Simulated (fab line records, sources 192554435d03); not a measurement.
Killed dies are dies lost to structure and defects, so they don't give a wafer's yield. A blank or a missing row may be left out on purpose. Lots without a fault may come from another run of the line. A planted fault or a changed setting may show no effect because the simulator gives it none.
Chamber matching | flow n5_finfet | N5_BEOL_M3_ILD_DEP_00 on pecvd-01: 3 sister chambers
The step deposits SiOC from DEMS/O2, target thk 79 nm, time 15.3 s. 18 wafers are shown with their chamber, then 9 later ones without.

WAFERS WITH THEIR CHAMBER
wafer  | chamber | showerhead_vpp_V (V) | throttle_valve_pct (%) | heater_power_w (W)
L075.1 | 0       | 1249                 | 12.4                   | 408
L075.4 | 0       | 1211                 | 12.5                   | 410
L075.6 | 1       | 1333                 | 12.0                   | 535
L084.1 | 0       | 1248                 | 12.3                   | 509
L084.2 | 2       | 1395                 | 11.0                   | 357
L084.3 | 1       | 1316                 | 12.0                   | 559
L079.1 | 1       | 1331                 | 12.0                   | 518
L079.2 | 0       | 1239                 | 12.4                   | 501
L079.3 | 2       | 1379                 | 10.9                   | 377
L085.1 | 2       | 1366                 | 11.4                   | 330
L085.4 | 2       | 1387                 | 11.2                   | 333
L085.5 | 0       | 1226                 | 12.5                   | 489
L087.2 | 2       | 1384                 | 10.9                   | 373
L087.4 | 1       | 1319                 | 11.9                   | 524
L087.6 | 0       | 1234                 | 12.3                   | 484
L086.2 | 2       | 1370                 | 10.9                   | 328
L086.3 | 0       | 1222                 | 12.2                   | 498
L086.4 | 1       | 1334                 | 11.7                   | 592

SIGNATURES (means of the wafers above)
reading            | chamber 0 | chamber 1 | chamber 2 | scatter within a chamber
showerhead_vpp_V   | 1232.71   | 1326.60   | 1380.17   | 11.7
throttle_valve_pct | 12.371    | 11.920    | 11.050    | 0.154
heater_power_w     | 471.29    | 545.60    | 349.67    | 34.1
Rule: a wafer's distance from a chamber is the root of the sum, over the readings, of the square of ((its reading less the chamber's mean) divided by the reading's scatter). The wafer belongs to the nearest chamber; if the next one is less than 2 further off, it can't be placed. The scatter: the root of (the sum of the squares of (reading less its chamber's mean) over the shown wafers, divided by (wafers less chambers)).

WAFERS WITHOUT THEIR CHAMBER
wafer  | showerhead_vpp_V (V) | throttle_valve_pct (%) | heater_power_w (W)
L090.2 | 1239                 | 12.2                   | 494
L090.5 | 1338                 | 11.0                   | 344
L090.6 | 1234                 | 12.0                   | 475
L095.4 | 1368                 | 11.1                   | 391
L095.5 | 1236                 | 12.1                   | 468
L095.6 | 1327                 | 11.9                   | 520
L097.1 | 1319                 | 12.0                   | 591
L097.4 | 1368                 | 11.1                   | 391
L097.6 | 1364                 | 11.7                   | 579

WHICH CHAMBER EACH WENT THROUGH
wafer  | from the rows above | in truth
L090.2 | 0                   | 0
L090.5 | 2                   | 2
L090.6 | 0                   | 0
L095.4 | 2                   | 2
L095.5 | 0                   | 0
L095.6 | 1                   | 1
L097.1 | 1                   | 1
L097.4 | 2                   | 2
L097.6 | 1                   | 1
Placed correctly: 9 of 9. Can't be placed from these rows: 0. Placed wrongly: 0.
